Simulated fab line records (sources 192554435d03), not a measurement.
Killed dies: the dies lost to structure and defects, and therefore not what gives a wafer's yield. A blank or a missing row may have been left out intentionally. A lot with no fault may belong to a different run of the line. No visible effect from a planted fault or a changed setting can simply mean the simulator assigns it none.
fab line records	flow n5Finfet
record lots=5	wafers=15	lastDay=17
route steps=1938 shown BEOL_M6@1226 PASSIVATION@1936
lots that met no fault: taken from a fault-free run of the same line
startH: start of the lot's first displayed wafer, in hours after the record's first day	waitH: hours elapsed since this lot's preceding step	" unchanged from the row above	L1.1+2: a single row standing in for several wafers	- no value present, or no start provided	* or withheld: withheld	< > ~ a bound
route shown NAME@n: NAME is a module with steps in the file, n the number in the route of the first one	usual: mean and standard deviation over wafers with no fault	same: alike in all rows	chamber/n: place in a boat	sites: per-site readings	_std_site: their standard deviation	_edge_site: the outer-site mean with the inner-site mean subtracted	radiusMm: for every site, how far away it sits from the centre of the wafer	mask NAME#n: copy n	behind: tool/chamber where the wafer was last shaped	hold: the reason the lot was held/the length of the hold in hours/how it ended	device: the n, p or np transistor that did not switch	end of line: the same wafers' tests at the end of the route	a step with no rows: only its recipe	killed: dies lost to structure and defects at the first sort, not the wafer's yield	map: a wafer's dies, x killed, . not, _ none there
set.NAME: setting as actually run; set.NAME@STEP: the setting as run at that earlier step	model.NAME: the simulator's own value behind a step, which no gauge read
a table for each step, a row for each wafer; lots at some steps of the route
services: a tool's chamber out of use, with start hour (startH, from the record's first day; less than 0 if before it), hours out, and reason
## steps
# step N5_BEOL_M6_DEVELOP_27
# recipe developTimeS=30	developer=TMAH	resist=CAR-EUV	rinseLiquid=surfactantRinse	dry=airSpin	devTempC=23
# step N5_BEOL_M6_CD_MEAS_28
# recipe targetCdNm=40	landingEnergyEv=500	detector=seInlens
# usual cdNm=39.98/0.21
lot.wafer	tool	chamber	startH	waitH	cdNm
L967.2	cdSem-01	0	208.28	-	40.00
L967.3	"	0	"	"	39.87
L967.5	"	0	"	"	40.01
L972.3	cdSem-01	0	264.37	-	39.88
L972.4	"	0	"	"	39.88
L972.5	"	0	"	"	39.80
L976.1	cdSem-01	0	267.32	-	40.40
L976.3	"	0	"	"	39.85
L976.4	"	0	"	"	40.19
L981.2	cdSem-01	0	293.98	-	40.35
L981.3	"	0	"	"	40.24
L981.4	"	0	"	"	40.26
L985.1	cdSem-03	0	331.57	-	39.86
L985.2	"	0	"	"	39.89
L985.5	"	0	"	"	39.74
# step N5_BEOL_M6_OVL_MEAS_29
# recipe pointsPerWafer=522
# usual V5_OVL=0.1/0.65
lot.wafer	tool	chamber	startH	waitH	V5_OVL[nm]
L967.2	overlay-02	0	208.32	0.0	-0.5
L967.3	"	0	"	"	-0.8
L967.5	"	0	"	"	0.3
L972.3	overlay-01	0	264.41	0.0	0.4
L972.4	"	0	"	"	0.2
L972.5	"	0	"	"	0.3
L976.1	overlay-02	0	267.35	0.0	-0.3
L976.3	"	0	"	"	-1.1
L976.4	"	0	"	"	-1.0
L981.2	overlay-02	0	294.01	0.0	-0.3
L981.3	"	0	"	"	0.9
L981.4	"	0	"	"	0.3
L985.1	overlay-02	0	331.60	0.0	0.2
L985.2	"	0	"	"	0.1
L985.5	"	0	"	"	0.8
# step N5_BEOL_M6_INSPECT_30
# recipe mode=adi	inspectInstrument=brightfield
# usual rawDefectCount=439/100
lot.wafer	tool	chamber	startH	waitH	rawDefectCount
L967.2	defectInspect-02	-	208.37	0.0	425
L967.3	"	-	"	"	335
L967.5	"	-	"	"	428
L972.3	defectInspect-01	-	264.45	0.0	327
L972.4	"	-	"	"	424
L972.5	"	-	"	"	361
L976.1	defectInspect-01	-	267.41	0.1	410
L976.3	"	-	"	"	431
L976.4	"	-	"	"	494
L981.2	defectInspect-02	-	294.06	0.0	475
L981.3	"	-	"	"	421
L981.4	"	-	"	"	465
L985.1	defectInspect-01	-	331.66	0.1	469
L985.2	"	-	"	"	486
L985.5	"	-	"	"	366
# step N5_BEOL_M6_DESCUM_33
# recipe chemistry=O2	timeS=7	sourcePowerW=50	biasPowerW=20	pressureMtorr=20	rfFrequencyHz=2.712e+07	tempC=40	resist=CAR-EUV	o2FlowSccm=225
# usual chamberPressureMTorr=20.001/0.017	drypumpMotorCurrentA=5.8/0.4	o2FlowSccm=225.0/0.64	oesProductAu=0.81/0.079	rfVppV=243.6/1.3	showerheadPlenumPTorr=2.12/0.07	throttleValvePct=20.26/0.25
lot.wafer	tool	chamber	startH	waitH	chamberPressureMTorr	drypumpMotorCurrentA	o2FlowSccm	oesProductAu	rfHoursCounterH	rfVppV	showerheadPlenumPTorr	throttleValvePct
L967.2	rieDiel-05	1	208.40	0.0	20.011	5.7	225.5	0.74	146	244.4	2.18	20.18
L967.3	"	0	"	"	20.015	5.1	224.5	0.89	25	244.9	2.23	20.41
L967.5	"	2	"	"	19.991	5.8	224.8	0.89	-	243.6	2.13	19.83
L972.3	rieDiel-06	2	264.78	0.3	20.000	5.6	224.4	0.74	184	242.3	1.99	20.48
L972.4	"	0	"	"	20.006	5.9	226.9	0.71	-	244.2	2.09	20.35
L972.5	"	2	"	"	20.039	5.6	224.0	0.74	-	243.1	1.99	20.47
L976.1	rieDiel-06	0	267.66	0.3	20.003	5.9	224.4	0.71	187	242.1	2.09	20.35
L976.3	"	3	"	"	20.009	6.6	224.9	0.97	7	244.5	2.23	19.73
L976.4	"	0	"	"	20.024	5.9	224.0	0.71	-	243.1	2.09	20.36
L981.2	rieDiel-05	2	294.10	0.0	20.005	5.8	225.9	0.84	68	243.7	2.12	19.89
L981.3	"	3	"	"	19.978	5.9	225.3	0.92	20	243.6	2.05	20.24
L981.4	"	0	"	"	20.016	5.1	225.3	0.83	61	245.5	2.21	20.45
L985.1	rieDiel-04	2	331.91	0.2	20.022	5.9	224.5	0.76	146	242.7	2.10	20.67
L985.2	"	0	"	"	19.986	5.4	224.9	0.80	103	243.9	2.11	20.42
L985.5	"	1	"	"	20.012	6.0	224.3	0.77	-	242.6	2.10	20.05
# step N5_BEOL_M6_ETCH_72
# recipe chemistry=N2/H2	target=underlayer	targetDepthA=65	maskMaterial=CAR-EUV	timeS=5.2	ionEnergyEv=200	pressureMtorr=30	sourceW=840	biasW=150	n2FlowSccm=200	h2FlowSccm=200	ends=cleared
# usual chamberPressureMTorr=30.00/0.041	drypumpMotorCurrentA=5.8/0.41	etchRfOnTimeS=5.19/0.065	oesProductAu=0.69/0.067	rfVppV=524.8/2.6	showerheadPlenumPTorr=2.58/0.087	throttleValvePct=17.68/0.25
lot.wafer	tool	chamber	startH	waitH	chamberPressureMTorr	drypumpMotorCurrentA	etchRfOnTimeS	oesProductAu	rfHoursCounterH	rfVppV	showerheadPlenumPTorr	throttleValvePct
L967.2	rieDiel-05	1	208.44	0.0	29.98	5.7	5.14	0.63	146	528.2	2.66	17.64
L967.3	"	0	"	"	30.04	5.1	5.16	0.76	25	526.6	2.71	17.86
L967.5	"	2	"	"	29.97	5.8	5.17	0.77	-	524.5	2.59	17.18
L972.3	rieDiel-06	2	264.81	0.0	29.96	5.7	5.17	0.63	184	522.7	2.43	17.93
L972.4	"	0	"	"	30.01	5.9	5.20	0.61	-	521.5	2.53	17.71
L972.5	"	2	"	"	30.01	5.6	5.18	0.64	-	521.5	2.43	17.90
L976.1	rieDiel-06	0	267.70	0.0	29.94	5.9	5.23	0.62	187	524.5	2.53	17.71
L976.3	"	3	"	"	30.00	6.6	5.10	0.83	7	528.0	2.72	17.22
L976.4	"	0	"	"	30.00	5.9	5.22	0.61	-	523.1	2.53	17.71
L981.2	rieDiel-05	2	294.13	0.0	29.99	5.8	5.15	0.71	68	524.2	2.58	17.27
L981.3	"	3	"	"	29.91	5.9	5.14	0.79	20	523.6	2.50	17.61
L981.4	"	0	"	"	29.94	5.1	5.13	0.72	61	527.2	2.70	17.95
L985.1	rieDiel-04	2	331.95	0.0	29.98	6.0	5.16	0.65	146	523.5	2.55	18.18
L985.2	"	0	"	"	30.00	5.5	5.22	0.68	103	525.2	2.55	17.72
L985.5	"	1	"	"	29.97	6.0	5.18	0.69	-	522.9	2.56	17.48
# step N5_BEOL_M6_ETCH_65
# recipe chemistry=CF4	target=SiARC	targetDepthA=156	maskMaterial=CAR-EUV	timeS=26	ionEnergyEv=80	pressureMtorr=40	sourceW=545	biasW=36	Ar_flow_sccm=100	cf4FlowSccm=100	ends=cleared
# step N5_BEOL_M6_ETCH_66
# recipe chemistry=N2/H2	target=SOC	targetDepthA=800	overetchA=160	maskMaterial=SiARC	tempC=40	timeS=120	ionEnergyEv=200	pressureMtorr=30	sourceW=840	biasW=150	n2FlowSccm=200	h2FlowSccm=200
# usual chamberPressureMTorr=30.001/0.029	drypumpMotorCurrentA=5.8/0.41	oesProductAu=0.62/0.058	rfVppV=524.8/2.6	showerheadPlenumPTorr=2.58/0.086	throttleValvePct=17.63/0.25
lot.wafer	tool	chamber	startH	waitH	chamberPressureMTorr	drypumpMotorCurrentA	oesProductAu	rfHoursCounterH	rfVppV	showerheadPlenumPTorr	throttleValvePct
L967.2	rieDiel-05	1	208.48	0.0	29.995	5.6	0.56	146	527.5	2.66	17.61
L967.3	"	0	"	"	29.958	5.1	0.68	25	526.8	2.71	17.82
L967.5	"	2	"	"	30.032	5.8	0.68	-	525.6	2.59	17.15
L972.3	rieDiel-06	2	264.86	0.0	29.977	5.6	0.57	184	519.3	2.43	17.86
L972.4	"	0	"	"	30.023	5.9	0.54	-	524.0	2.53	17.67
L972.5	"	2	"	"	30.035	5.6	0.57	-	520.9	2.43	17.88
L976.1	rieDiel-06	0	267.74	0.0	30.031	5.9	0.55	187	522.4	2.53	17.66
L976.3	"	3	"	"	29.998	6.6	0.73	7	529.5	2.72	17.18
L976.4	"	0	"	"	29.983	5.9	0.55	-	521.6	2.53	17.67
L981.2	rieDiel-05	2	294.18	0.0	29.999	5.8	0.65	68	523.9	2.58	17.24
L981.3	"	3	"	"	30.043	5.9	0.70	20	522.5	2.50	17.58
L981.4	"	0	"	"	29.980	5.0	0.64	61	527.9	2.70	17.90
L985.1	rieDiel-04	2	331.99	0.0	30.008	5.9	0.59	146	524.9	2.55	18.12
L985.2	"	0	"	"	30.042	5.4	0.62	103	524.8	2.56	17.68
L985.5	"	1	"	"	30.040	6.0	0.60	-	523.1	2.56	17.46
# step N5_BEOL_M6_STRIP_69
# recipe chemistry=N2/H2	tempC=40	n2FlowSccm=200	h2FlowSccm=200	rfFrequencyHz=6e+07
# step N5_BEOL_M6_STRIP_73
# recipe chemistry=N2/H2	tempC=40	n2FlowSccm=200	h2FlowSccm=200	rfFrequencyHz=6e+07
# step N5_BEOL_M6_VIA_ETCH_34
# recipe chemistry=C4F6/O2	target=SiCOH_lowk	targetDepthA=1263	maskMaterial=SOC	taperDeg=4	timeS=50.9	ionEnergyEv=250	pressureMtorr=30	sourceW=345	biasW=185	Ar_flow_sccm=300	C4F6_flow_sccm=10	O2_flow_sccm=10
# usual chamberPressureMTorr=30.000/0.03	drypumpMotorCurrentA=5.8/0.4	oesProductAu=0.81/0.08	rfVppV=667/6.6	showerheadPlenumPTorr=2.88/0.091	throttleValvePct=20.71/0.24
lot.wafer	tool	chamber	startH	waitH	chamberPressureMTorr	drypumpMotorCurrentA	oesProductAu	rfHoursCounterH	rfVppV	showerheadPlenumPTorr	throttleValvePct
L967.2	rieDiel-05	1	208.58	0.0	30.054	5.7	0.73	146	675	2.96	20.69
L967.3	"	0	"	"	30.015	5.1	0.89	25	665	3.02	20.89
L967.5	"	2	"	"	29.994	5.8	0.90	-	666	2.89	20.24
L972.3	rieDiel-06	2	264.96	0.0	29.977	5.6	0.74	184	661	2.72	20.95
L972.4	"	0	"	"	30.022	5.9	0.71	-	656	2.83	20.74
L972.5	"	2	"	"	29.978	5.6	0.74	-	662	2.72	20.95
L976.1	rieDiel-06	0	267.84	0.0	30.012	5.9	0.70	187	656	2.82	20.75
L976.3	"	3	"	"	29.996	6.6	0.97	7	671	3.02	20.20
L976.4	"	0	"	"	30.028	5.9	0.71	-	657	2.82	20.72
L981.2	rieDiel-05	2	294.28	0.0	30.004	5.8	0.83	68	663	2.87	20.29
L981.3	"	3	"	"	30.056	5.9	0.91	20	669	2.79	20.70
L981.4	"	0	"	"	29.958	5.1	0.82	61	665	3.00	20.93
L985.1	rieDiel-04	2	332.09	0.0	30.003	5.9	0.76	146	669	2.85	21.14
L985.2	"	0	"	"	29.986	5.4	0.80	103	682	2.87	20.88
L985.5	"	1	"	"	29.976	6.0	0.79	-	668	2.87	20.57
# step N5_BEOL_M6_STRIP_76
# recipe chemistry=C4F6/O2	resist=SiARC	rfFrequencyHz=6e+07
# step N5_BEOL_M6_STRIP_36
# recipe chemistry=N2/H2	powerW=450	tempC=40	pressureMtorr=20	rfFrequencyHz=6e+07	overashFraction=0.3	biasPowerW=7	h2Frac=0.5	n2FlowSccm=200	h2FlowSccm=200
# usual chamberPressureMTorr=20.003/0.03	drypumpMotorCurrentA=5.8/0.41	h2FlowSccm=199.9/0.58	oesProductAu=0.81/0.08	rfVppV=59.3/1.5	showerheadPlenumPTorr=2.58/0.087	throttleValvePct=23.42/0.29
lot.wafer	tool	chamber	startH	waitH	chamberPressureMTorr	drypumpMotorCurrentA	h2FlowSccm	oesProductAu	rfHoursCounterH	rfVppV	showerheadPlenumPTorr	throttleValvePct
L967.2	rieDiel-05	1	208.63	0.0	19.988	5.7	199.3	0.75	146	60.5	2.65	23.36
L967.3	"	0	"	"	20.027	5.1	199.7	0.89	25	59.3	2.71	23.75
L967.5	"	2	"	"	20.015	5.8	200.1	0.90	-	59.6	2.59	22.85
L972.3	rieDiel-06	2	265.01	0.0	19.964	5.6	200.2	0.75	184	57.2	2.42	23.63
L972.4	"	0	"	"	20.037	5.9	199.4	0.71	-	59.6	2.52	23.38
L972.5	"	2	"	"	19.998	5.6	200.5	0.75	-	60.9	2.42	23.64
L976.1	rieDiel-06	0	267.90	0.0	20.014	5.9	200.4	0.71	187	62.1	2.52	23.43
L976.3	"	3	"	"	20.024	6.6	179.7	0.96	7	60.5	2.65	21.93
L976.4	"	0	"	"	20.032	5.9	200.2	0.70	-	58.0	2.52	23.43
L981.2	rieDiel-05	2	294.33	0.0	19.982	5.8	200.5	0.84	68	57.7	2.57	22.88
L981.3	"	3	"	"	19.936	5.9	200.7	0.90	20	59.4	2.49	23.42
L981.4	"	0	"	"	19.999	5.1	200.0	0.82	61	60.8	2.69	23.84
L985.1	rieDiel-04	2	332.15	0.0	19.963	5.9	199.6	0.76	146	60.2	2.54	23.98
L985.2	"	0	"	"	20.015	5.5	199.6	0.81	103	59.5	2.55	23.36
L985.5	"	1	"	"	19.933	6.0	199.9	0.78	-	59.2	2.56	23.19
# step N5_BEOL_M6_TRENCH_ETCH_37
# recipe chemistry=C4F6/O2	targetDepthA=944.35	target=SiCOH_lowk	timeS=31.5	ionEnergyEv=250	pressureMtorr=30	sourceW=345	biasW=185	Ar_flow_sccm=300	C4F6_flow_sccm=10	O2_flow_sccm=10
# usual chamberPressureMTorr=30.002/0.027	drypumpMotorCurrentA=5.8/0.41	oesProductAu=0.81/0.08	rfVppV=667/6.6	showerheadPlenumPTorr=2.88/0.091	throttleValvePct=20.74/0.24
lot.wafer	tool	chamber	startH	waitH	chamberPressureMTorr	drypumpMotorCurrentA	oesProductAu	rfHoursCounterH	rfVppV	showerheadPlenumPTorr	throttleValvePct
L967.2	rieDiel-05	1	-	-	30.036	5.6	0.73	146	674	2.96	20.72
L967.3	"	0	"	"	30.025	5.1	0.89	25	665	3.02	20.91
L967.5	"	2	"	"	29.988	5.8	0.91	-	663	2.89	20.27
L972.3	rieDiel-06	2	-	-	29.970	5.6	0.73	184	661	2.72	20.97
L972.4	"	0	"	"	29.974	5.9	0.71	-	656	2.83	20.76
L972.5	"	2	"	"	30.054	5.6	0.74	-	663	2.72	20.96
L976.1	rieDiel-06	0	-	-	29.976	5.9	0.71	187	656	2.82	20.75
L976.3	"	3	"	"	29.980	6.6	0.96	7	673	3.02	20.22
L976.4	"	0	"	"	29.997	5.9	0.71	-	656	2.83	20.75
L981.2	rieDiel-05	2	-	-	30.043	5.8	0.83	68	665	2.87	20.32
L981.3	"	3	"	"	29.995	5.9	0.91	20	668	2.79	20.73
L981.4	"	0	"	"	30.028	5.1	0.83	61	666	3.00	20.97
L985.1	rieDiel-04	2	-	-	29.947	6.0	0.76	146	667	2.85	21.16
L985.2	"	0	"	"	30.037	5.4	0.80	103	681	2.87	20.90
L985.5	"	1	"	"	29.956	6.0	0.79	-	668	2.87	20.61
# step N5_PASSIVATION_PROBE_49
# usual defectLimitedYield=91.3/1.4	killed_at_M0_to_M3=34/10	killed_at_M4_up=13/4.8	killedAtContacts=12/6.1	killedAtFrontEnd=40/11	killedAtOther=3.7/2.8	killedDies=103/16	killedOpen=67/12	killedShort=34/7.4	sort_bin_5_function=5.1/0.95	sort_bin_6_memory=3.2/0.62	sortNPass=1077/16	sortYieldPct=91.3/1.4
# same grossDies=1180	killedAtBackSide=0	sort_bin_4_leakage[%]=0	sort_bin_8_speed[%]=0
lot.wafer	tool	chamber	startH	waitH	defectLimitedYield[%]	killed_at_M0_to_M3	killed_at_M4_up	killedAtContacts	killedAtFrontEnd	killedAtOther	killedDies	killedOpen	killedShort	sort_bin_5_function[%]	sort_bin_6_memory[%]	sortNPass	sortYieldPct[%]
L967.2	prober-01	-	286.85	0.1	91.6	37	14	17	30	1	99	69	28	5.0	2.7	1081	91.6
L967.3	prober-01	-	286.90	0.1	91.4	38	9	2	50	2	101	68	33	4.2	3.9	1079	91.4
L967.5	prober-01	-	287.00	0.2	91.8	29	10	6	51	1	97	67	30	4.9	3.2	1083	91.8
L972.3	prober-02	-	356.25	0.1	92.2	30	9	13	38	2	92	46	46	3.8	3.5	1088	92.2
L972.4	prober-02	-	356.30	0.2	90.3	41	12	18	41	3	115	76	37	5.6	3.9	1065	90.3
L972.5	prober-02	-	356.35	0.2	91.8	24	20	9	40	4	97	57	39	5.4	2.4	1083	91.8
L976.1	prober-02	-	360.97	0.0	90.2	48	16	11	40	1	116	82	31	5.8	3.6	1064	90.2
L976.3	prober-02	-	361.07	0.1	91.1	34	16	21	33	1	105	74	31	5.2	3.6	1075	91.1
L976.4	prober-02	-	361.12	0.2	91.3	32	10	9	50	2	103	73	28	5.4	3.1	1077	91.3
L981.2	prober-01	-	382.48	0.1	91.5	38	13	18	29	2	100	70	30	5.2	3.3	1080	91.5
L981.3	prober-01	-	382.53	0.1	90.9	29	24	12	39	3	107	63	40	5.8	2.9	1073	90.9
L981.4	prober-01	-	382.58	0.2	91.3	33	13	6	51	0	103	64	39	5.3	2.8	1077	91.3
L985.1	prober-02	-	416.03	0.0	89.8	45	19	8	47	1	120	75	43	7.0	2.8	1060	89.8
L985.2	prober-02	-	416.08	0.1	91.4	30	22	18	31	1	102	64	36	4.6	3.5	1078	91.4
L985.5	prober-02	-	416.23	0.2	93.2	20	11	12	36	1	80	50	28	4.5	2.1	1100	93.2
# killed by level:class
L967.2 BEOL_M1:geometricParticle:open=15 MOL_CONTACT_COAG:geometricParticle:open=13 STI_FIN_REVEAL:geometricParticle:open=10 FIN_SAQP:geometricParticle:short=6 BEOL_M0:geometricParticle:open=5 STARTING-WAFER:geometricParticle:open=4 MOL_CONTACT_COAG:geometricParticle:short=4 BEOL_M2:geometricParticle:open=4
L967.3 FIN_SAQP:geometricParticle:open=19 BEOL_M1:geometricParticle:open=14 STI_FIN_REVEAL:geometricParticle:open=9 FIN_SAQP:geometricParticle:short=8 BEOL_M1:geometricParticle:short=7 BEOL_M0_SAQP:geometricParticle:short=6 BEOL_M2:geometricParticle:open=5 BEOL_M4:geometricParticle:open=5
L967.5 STI_FIN_REVEAL:geometricParticle:open=13 FIN_SAQP:geometricParticle:open=10 FIN_SAQP:geometricParticle:short=8 BEOL_M0_SAQP:geometricParticle:open=7 GATE_CUT:geometricParticle:short=6 MOL_CONTACT_COAG:geometricParticle:open=6 BEOL_M1:geometricParticle:open=6 BEOL_M2:geometricParticle:open=5
L972.3 GATE_CUT:geometricParticle:short=9 MOL_CONTACT_COAG:geometricParticle:open=9 BEOL_M2:geometricParticle:open=8 BEOL_M0_SAQP:geometricParticle:short=7 STARTING-WAFER:geometricParticle:open=5 GATE_CUT:geometricParticle:open=4 MOL_CONTACT_COAG:geometricParticle:short=4 BEOL_M1:geometricParticle:short=4
L972.4 BEOL_M2:geometricParticle:open=15 MOL_CONTACT_COAG:geometricParticle:open=11 BEOL_M0_SAQP:geometricParticle:short=10 GATE_CUT:geometricParticle:open=7 BEOL_M0_SAQP:geometricParticle:open=7 DUMMY_GATE:geometricParticle:open=6 MOL_CONTACT_COAG:geometricParticle:short=6 FIN_SAQP:geometricParticle:short=5
L972.5 BEOL_M4:geometricParticle:open=9 BEOL_M2:geometricParticle:open=8 GATE_CUT:geometricParticle:short=7 SPACER0:geometricParticle:short=6 MOL_CONTACT_COAG:geometricParticle:open=6 BEOL_M0_SAQP:geometricParticle:short=6 BEOL_M0_SAQP:geometricParticle:open=6 FIN_SAQP:geometricParticle:short=5
L976.1 STI_FIN_REVEAL:geometricParticle:open=11 BEOL_M3:geometricParticle:open=11 BEOL_M2:geometricParticle:open=11 MOL_CONTACT_COAG:geometricParticle:open=9 BEOL_M0_SAQP:geometricParticle:short=8 DUMMY_GATE:geometricParticle:open=6 BEOL_M0:geometricParticle:open=6 BEOL_M0_SAQP:geometricParticle:open=5
L976.3 MOL_CONTACT_COAG:geometricParticle:open=16 FIN_SAQP:geometricParticle:open=9 BEOL_M3:geometricParticle:open=9 BEOL_M4:geometricParticle:open=9 BEOL_M0_SAQP:geometricParticle:short=6 FIN_SAQP:geometricParticle:short=5 STI_FIN_REVEAL:geometricParticle:open=5 DUMMY_GATE:geometricParticle:open=5
L976.4 STI_FIN_REVEAL:geometricParticle:open=19 BEOL_M1:geometricParticle:open=12 DUMMY_GATE:geometricParticle:open=10 BEOL_M3:geometricParticle:open=8 FIN_SAQP:geometricParticle:short=7 MOL_CONTACT_COAG:geometricParticle:open=7 BEOL_M1:geometricParticle:short=6 FIN_SAQP:geometricParticle:open=3
L981.2 MOL_CONTACT_COAG:geometricParticle:open=15 BEOL_M2:geometricParticle:open=13 BEOL_M0_SAQP:geometricParticle:open=7 FIN_SAQP:geometricParticle:short=6 FIN_SAQP:geometricParticle:open=5 BEOL_M0_SAQP:geometricParticle:short=5 STI_FIN_REVEAL:geometricParticle:open=4 BEOL_M2:geometricParticle:short=4
L981.3 MOL_CONTACT_COAG:geometricParticle:open=11 BEOL_M4:geometricParticle:open=11 FIN_SAQP:geometricParticle:open=9 FIN_SAQP:geometricParticle:short=9 BEOL_M0_SAQP:geometricParticle:short=8 BEOL_M2:geometricParticle:open=7 BEOL_M0_SAQP:geometricParticle:open=6 BEOL_M4:geometricParticle:short=6
L981.4 STI_FIN_REVEAL:geometricParticle:open=22 BEOL_M0_SAQP:geometricParticle:short=10 BEOL_M2:geometricParticle:open=9 FIN_SAQP:geometricParticle:short=6 BEOL_M4:geometricParticle:open=6 MOL_CONTACT_COAG:geometricParticle:open=5 BEOL_M0_SAQP:geometricParticle:open=5 STARTING-WAFER:geometricParticle:short=5
L985.1 BEOL_M0_SAQP:geometricParticle:open=15 STI_FIN_REVEAL:geometricParticle:open=12 BEOL_M0_SAQP:geometricParticle:short=10 BEOL_M4:geometricParticle:open=9 GATE_CUT:geometricParticle:short=7 BEOL_M3:geometricParticle:open=6 MOL_CONTACT_COAG:geometricParticle:open=5 BEOL_M2:geometricParticle:open=5
L985.2 MOL_CONTACT_COAG:geometricParticle:open=12 BEOL_M0_SAQP:geometricParticle:open=10 BEOL_M4:geometricParticle:open=10 BEOL_M0_SAQP:geometricParticle:short=8 GATE_CUT:geometricParticle:short=7 MOL_CONTACT_COAG:geometricParticle:short=6 BEOL_M3:geometricParticle:open=6 FIN_SAQP:geometricParticle:short=5
L985.5 MOL_CONTACT_COAG:geometricParticle:open=9 GATE_CUT:geometricParticle:open=7 DUMMY_GATE:geometricParticle:open=6 BEOL_M0_SAQP:geometricParticle:short=6 BEOL_M0_SAQP:geometricParticle:open=6 GATE_CUT:geometricParticle:short=5 BEOL_M4:geometricParticle:open=5 STARTING-WAFER:geometricParticle:open=4
## services
tool	chamber	startH	hours	kind
rieDiel-05	3	204.47	-	clean
rieDiel-05	3	204.47	-	consumableReplace:focusRing
rieDiel-05	3	204.47	40.2	scheduledDown
rieDiel-05	3	204.47	40.2	ventCycle
rieDiel-06	3	228.27	-	clean
rieDiel-06	3	228.27	-	consumableReplace:focusRing
rieDiel-06	3	228.27	-	consumableReplace:showerhead
rieDiel-06	3	228.27	22.3	scheduledDown
rieDiel-06	3	228.27	22.3	ventCycle
rieDiel-04	0	314.36	2.7	repair
## key
firstSign step=N5_BEOL_M6_STRIP_36	reading=h2FlowSccm	direction=down	sigmas=35	usual=199.9	struck=179.7
effect step=N5_BEOL_M6_STRIP_36	reading=throttleValvePct	direction=down	sigmas=5.1	usual=*	struck=*
metAt N5_BEOL_M6_STRIP_36
struckWafers L976.3
fault kind=processParameterDrift	tool=rieDiel-06	chamber=3	onsetH=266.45	steps=N5_BEOL_M6_STRIP_36	channel=h2FlowSccm	offset=-20	shape=step	endH=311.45	actsIn=theseRecipesOnly	stated=200
